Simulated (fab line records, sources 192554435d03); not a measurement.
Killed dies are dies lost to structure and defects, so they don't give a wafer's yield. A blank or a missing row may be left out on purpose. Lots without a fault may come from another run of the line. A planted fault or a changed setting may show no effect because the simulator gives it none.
A struck lot beside a sound one | flow n5_finfet | 40 steps out of a route of 1938
Sound: wafers L573.1, L573.2, L573.6. Struck: wafers L575.1, L575.6. (L575.3 of the same lot was not struck and is left out.) The cause comes at the end.
At each step with rows: each side's tool, then ch and its chambers, then its first start. Under that, the readings that differ: sound wafers | struck wafers | difference of the means | sigmas: that difference in standard deviations of wafers without a fault.
alike: readings whose means differ by less than 2 such deviations, and words and numbers that are the same on both sides. not compared: withheld readings, readings that some wafer has no value for, bounds like >300 that may hide the same value, and numbers for which the record gives no deviation and whose values overlap.
The two part at a step that has a row with sigmas, a row that says differs or no value, or rows on one side only. Numbers that don't overlap but have no deviation are shown without sigmas and don't part them. A reading that every wafer of one side lacks parts them only if that side has two wafers or more.

first, 11 steps without rows for these wafers: N5_BEOL_M0_SAQP_SPACER1_ETCHBACK_99 (etches SiO2 in CHF3/O2, target depth 15.4 nm, time 7.7 s); N5_BEOL_M0_SAQP_MANDREL1_REMOVE_100 (chemistry HBr/Cl2/O2, target a-Si, stops on SiNx, bt time 10 s); N5_BEOL_M0_SAQP_ETCH_101 (etches SiNx in CH3F/O2, target depth 29.9 nm, time 42.7 s); N5_BEOL_M0_SAQP_ETCH_102 (etches SiO2 in CF4, target depth 4 nm, time 4.4 s); N5_BEOL_M0_SAQP_MANDREL_ETCH_103 (etches a-Si in HBr/Cl2, stops on SiCN, target depth 45 nm, bt time 10 s, time 27 s); N5_BEOL_M0_SAQP_RECESS_104 (chemistry HF/NH3, target SiO2, target depth 18 nm, afs cycles 3, sublimation time 60 s); N5_BEOL_M0_SAQP_COAT_105 (time 60 s, resist thk 100 nm); N5_BEOL_M0_SAQP_ETCH_106 (etches SOC in N2/H2, stops on SiNx, target depth 150 nm); N5_BEOL_M0_SAQP_ETCH_107 (etches SiNx in CH3F/O2, target depth 30 nm); N5_BEOL_M0_SAQP_STRIP_108 (strips in N2/H2); N5_BEOL_M0_SAQP_RECESS_109 (chemistry HF/NH3, target SiO2, target depth 3 nm, afs cycles 1, sublimation time 60 s).
N5_BEOL_M0_SAQP_SPACER2_ALD_26: deposits SiO2, target thk 15 nm, pulse time 1 s, purge time 2 s.
  sound on ald_sin-03 ch 2,3, day 7 23:59; struck on ald_sin-03 ch 0,3, day 8 10:14
  reading                                               | sound             | struck      | difference | sigmas
  precursor_pulse_height_rel                            | 1.018 1.004 1.012 | 0.976 0.962 | -0.042     | -2
  model.SiO2_of_BEOL_M0_SAQP_SPACER2_ALD_26.thk_nm (nm) | 15 15 15          | 19.6 19.6   | +4.6       |
  alike: heater_power_w
then, 1 step without rows for these wafers: N5_BEOL_M0_SAQP_SPACER2_ETCHBACK_27 (etches SiO2 in CHF3/O2, target depth 22.5 nm, time 11.25 s).
N5_BEOL_M0_SAQP_MANDREL2_REMOVE_110: chemistry HBr/Cl2/O2, target a-Si, stops on SiCN, bt time 10 s.
  sound on rie_si-03 ch 0,3, day 8 00:37; struck on rie_si-04 ch 1, day 8 11:02
  reading                                               | sound             | struck      | difference | sigmas
  oes_product_au (a.u.)                                 | 0.996 1.005 1.011 | 0.978 0.977 | -0.026     | -2
  model.BEOL_M0_SAQP.cd_nm (nm)                         | 15 15 14.8        | 19.6 19.4   | +4.6       |
  model.SiO2_of_BEOL_M0_SAQP_SPACER2_ALD_26.thk_nm (nm) | 10.6 10.6 10.6    | 15.2 15.2   | +4.6       |
  alike: O2_flow_sccm, bias_w, drypump_motor_current_A, throttle_valve_pct
  not compared: rf_hours_counter_h
N5_BEOL_M0_SAQP_CD_MEAS_29: target cd 14.4 nm.
  sound on cd_sem-02 ch 0, day 8 00:44; struck on cd_sem-02 ch 0, day 8 11:08
  reading    | sound             | struck      | difference | sigmas
  cd_nm (nm) | 14.83 15.16 14.71 | 19.27 19.16 | +4.31      | +20
then, 23 steps without rows for these wafers: N5_BEOL_M0_SAQP_COAT_69 (time 60 s, resist thk 90 nm); N5_BEOL_M0_SAQP_COAT_72 (time 60 s, resist thk 15 nm); N5_BEOL_M0_SAQP_COAT_87 (time 60 s, resist thk 5 nm); N5_BEOL_M0_SAQP_COAT_34 (resist thk 30 nm); N5_BEOL_M0_SAQP_EBR_36; N5_BEOL_M0_SAQP_SOFTBAKE_35 (time 60 s); N5_BEOL_M0_SAQP_EXPOSE_37 (exposes mask M0 CUT1, target cd 30 nm); N5_BEOL_M0_SAQP_PEB_38 (peb time 60 s); N5_BEOL_M0_SAQP_DEVELOP_39 (develop time 30 s); N5_BEOL_M0_SAQP_DESCUM_45 (chemistry O2, time 7 s); N5_BEOL_M0_SAQP_ETCH_88 (etches underlayer in N2/H2, target depth 6.5 nm, time 5.2 s); N5_BEOL_M0_SAQP_ETCH_73 (etches SiARC in CF4, target depth 19.5 nm, time 32.5 s); N5_BEOL_M0_SAQP_CUT_ETCH_46 (etches SOC in N2/H2, target depth 135 nm, overetch 27 nm, time 202.5 s); N5_BEOL_M0_SAQP_STRIP_74 (strips in N2/H2); N5_BEOL_M0_SAQP_STRIP_89 (strips in N2/H2); N5_BEOL_M0_SAQP_ALD_48 (deposits SiO2, target thk 20 nm, pulse time 1 s, co reactant pulse time 1 s); N5_BEOL_M0_SAQP_ETCH_49 (etches SiO2 in CF4/O2, target depth 37 nm); N5_BEOL_M0_SAQP_STRIP_75 (strips in CF4); N5_BEOL_M0_CUTY_COAT_50 (time 60 s, resist thk 15 nm); N5_BEOL_M0_CUTY_COAT_51 (resist thk 150 nm); N5_BEOL_M0_CUTY_EBR_52; N5_BEOL_M0_CUTY_SOFTBAKE_53 (time 60 s); N5_BEOL_M0_CUTY_EXPOSE_54 (exposes mask M0 ABLK).
N5_BEOL_M4_RC_MEAS_101:
  the record has rows for the sound wafers here (prober-01 ch 0, day 10 09:34) and none for the struck ones
-- the record jumps here: 7 days lie between the struck wafers' starts before and after (it left off in module BEOL_M4 and takes up again in module PASSIVATION, whose first step shown is number 1936 of the route) --
N5_PASSIVATION_PROBE_49:
  the record has rows for the struck wafers here (prober-01, day 15 06:40) and none for the sound ones

WHERE THEY PART
First at N5_BEOL_M0_SAQP_SPACER2_ALD_26; last, within this record, at N5_PASSIVATION_PROBE_49.

WHY: what the simulator had put in
Process parameter drift: ald_sin-03, from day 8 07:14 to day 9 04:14, at N5_BEOL_M0_SAQP_SPACER2_ALD_26. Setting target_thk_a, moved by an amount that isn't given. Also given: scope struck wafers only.
